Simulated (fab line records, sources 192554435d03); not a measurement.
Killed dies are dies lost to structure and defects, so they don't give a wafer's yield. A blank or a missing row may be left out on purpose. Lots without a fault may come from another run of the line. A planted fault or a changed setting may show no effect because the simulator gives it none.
Problem report in the 8D (eight disciplines) form, filled by code | flow n5_finfet | the parts of the form that need people (team, actions taken, sign-off) are left out

1. THE PROBLEM
overpolish_run_s at N5_BEOL_M12_CMP_49 reads a mean of 4.670 s on 1 wafer of 1 lot; wafers without a fault read 20.599 s with a standard deviation of 0.0086. That is -99 or more standard deviations from the usual mean.
The step: polishes, stops on SiOC, t overpolish 20.6 s, target thk 320 nm.
First seen on wafer L885.6, day 13 02:01, on cmp-03. The record holds 35 wafers of 12 lots with a number at this step. Rule for "out", or "out of limits": more than 4 standard deviations from the usual mean. The other wafers with a number count as sound.

2. WHAT IT IS AND WHAT IT IS NOT
question                    | is                                                            | is not
which readings at this step | overpolish_run_s, barrier_field_endpoint_s, head_pressure_psi | -
which lots                  | L885                                                          | L875, L877, L878, L883, L888, L893, L894, L895, L896, L897, L898
which wafers of those lots  | L885.6                                                        | L885.4, L885.5
read on which tools         | cmp-03                                                        | cmp-01, cmp-02
when                        | from day 13 02:01                                             | up to then (13 sound wafers); but 21 sound wafers of L888, L893, L894, L895, L896, L897, L898 came after

3. SUSPECTS, AND WHAT RULES EACH OUT
Counting: a tool at a process step up to the reading stays a suspect if it ran every lot that is out. Sound lots after the first of them don't rule it out here, since some wafers of a struck lot are sound.
- pvd_sputter-03 at N5_BEOL_M12_DEGAS_41 (time 60 s): kept. It ran the lot that is out, L885 (day 13 01:05); its last sound lot up to then is L878 (day 11 03:12).
- pvd_sputter-03 at N5_BEOL_M12_SPUTTER_45 (material Cu, target thk 80 nm, time 13.33 s): kept. It ran the lot that is out, L885 (day 13 01:20); its last sound lot up to then is L878 (day 11 03:26).
- cmp-03 at N5_BEOL_M12_CMP_49 (polishes, stops on SiOC, t overpolish 20.6 s, target thk 320 nm): kept. It ran the lot that is out, L885 (day 13 02:01); its last sound lot up to then is L875 (day 10 22:19). Its own readings are out on those wafers: barrier_field_endpoint_s, head_pressure_psi, overpolish_run_s.
- Within cmp-03 at N5_BEOL_M12_CMP_49: the wafers that are out ran in chamber 0; their sound lot-mates ran in chambers 2, 3.
Left after counting: pvd_sputter-03 at N5_BEOL_M12_DEGAS_41, pvd_sputter-03 at N5_BEOL_M12_SPUTTER_45, cmp-03 at N5_BEOL_M12_CMP_49.

4. THE CAUSE (what the simulator had put in)
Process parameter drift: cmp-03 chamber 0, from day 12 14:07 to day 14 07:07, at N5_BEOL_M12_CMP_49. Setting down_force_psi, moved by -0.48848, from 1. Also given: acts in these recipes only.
Counting left 3 suspects, and this tool is among them.

5. THE CHAIN OF EFFECTS, in route order
Each row: a reading whose mean over the struck wafers that have a number lies more than 3 standard deviations from the usual. Only readings for which the record gives a usual standard deviation are gone through. hours: the time from each lot's start at the first step in this table that gives one to its start at this step, as a median over the lots. sigmas: the change in usual standard deviations.
hours | step               | reading                  | usual      | on struck wafers | change  | sigmas
0     | N5_BEOL_M12_CMP_49 | barrier_field_endpoint_s | 30.4 s     | 61.4             | +31.0   | +44
0     | N5_BEOL_M12_CMP_49 | head_pressure_psi        | 0.9997 psi | 0.5098           | -0.4899 | -99 or more
0     | N5_BEOL_M12_CMP_49 | overpolish_run_s         | 20.599 s   | 4.670            | -15.929 | -99 or more
The process steps in it:
- N5_BEOL_M12_CMP_49: polishes, stops on SiOC, t overpolish 20.6 s, target thk 320 nm.

6. WHAT WOULD HAVE CAUGHT IT SOONER
In this record the first reading out of limits was taken at day 13 02:01, 12 hours after the fault began at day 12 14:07.
